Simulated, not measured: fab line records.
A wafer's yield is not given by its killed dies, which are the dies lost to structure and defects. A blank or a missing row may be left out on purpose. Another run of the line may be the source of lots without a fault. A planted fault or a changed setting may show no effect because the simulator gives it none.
Chamber matching + flow n5_finfet + 3 sister chambers for N5_BEOL_M0_SAQP_PECVD_00 on pecvd-01
The step deposits SiCN from 3MS/NH3, target thk 8 nm, time 14 s. 6 wafers are shown with their chamber, then 7 later ones without.

EACH WAFER AND ITS CHAMBER
| wafer  | chamber | throttle_valve_pct (%) | rf_fwd_power_W (W) |
|--------|---------|------------------------|--------------------|
| L074.4 | 1       | 9.5                    | 199.9              |
| L083.3 | 2       | 8.5                    | 197.1              |
| L083.4 | 1       | 9.5                    | 200.5              |
| L083.6 | 0       | 9.1                    | 197.5              |
| L086.1 | 0       | 8.7                    | 198.3              |
| L086.2 | 2       | 8.2                    | 196.7              |

WAFERS MISSING THEIR CHAMBER
| wafer  | throttle_valve_pct (%) | rf_fwd_power_W (W) |
|--------|------------------------|--------------------|
| L086.3 | 9.6                    | 200.2              |
| L087.1 | 8.4                    | 197.3              |
| L087.4 | 9.0                    | 198.8              |
| L087.5 | 9.8                    | 200.6              |
| L094.3 | 9.0                    | 198.3              |
| L094.4 | 8.7                    | 198.7              |
| L094.5 | 9.5                    | 200.0              |

WHICH CHAMBER EACH WENT THROUGH
| wafer  | from the rows above     | in truth |
|--------|-------------------------|----------|
| L086.3 | 1                       | 1        |
| L087.1 | can't be placed: 2 or 0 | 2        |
| L087.4 | can't be placed: 0 or 1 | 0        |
| L087.5 | 1                       | 1        |
| L094.3 | 0                       | 0        |
| L094.4 | 0                       | 0        |
| L094.5 | 1                       | 1        |
5 of 7 placed correctly. Cannot be placed on the basis of these rows: 2; the candidates contain the true chamber in 2. Placed wrongly: 0.
How it was worked out, from the rows above alone: a wafer's distance from a chamber is the root of the sum, over the readings, of the square of ((its reading less the chamber's mean) divided by the reading's scatter). If the next closest chamber is less than 2 further off than the closest, the wafer can't be placed; otherwise it belongs to the closest. The mean given for a chamber averages the wafers shown for that chamber. How the scatter is found: for the shown wafers, subtract from each reading the mean of its chamber, square and add these, divide the total by (wafers less chambers), then take the root.
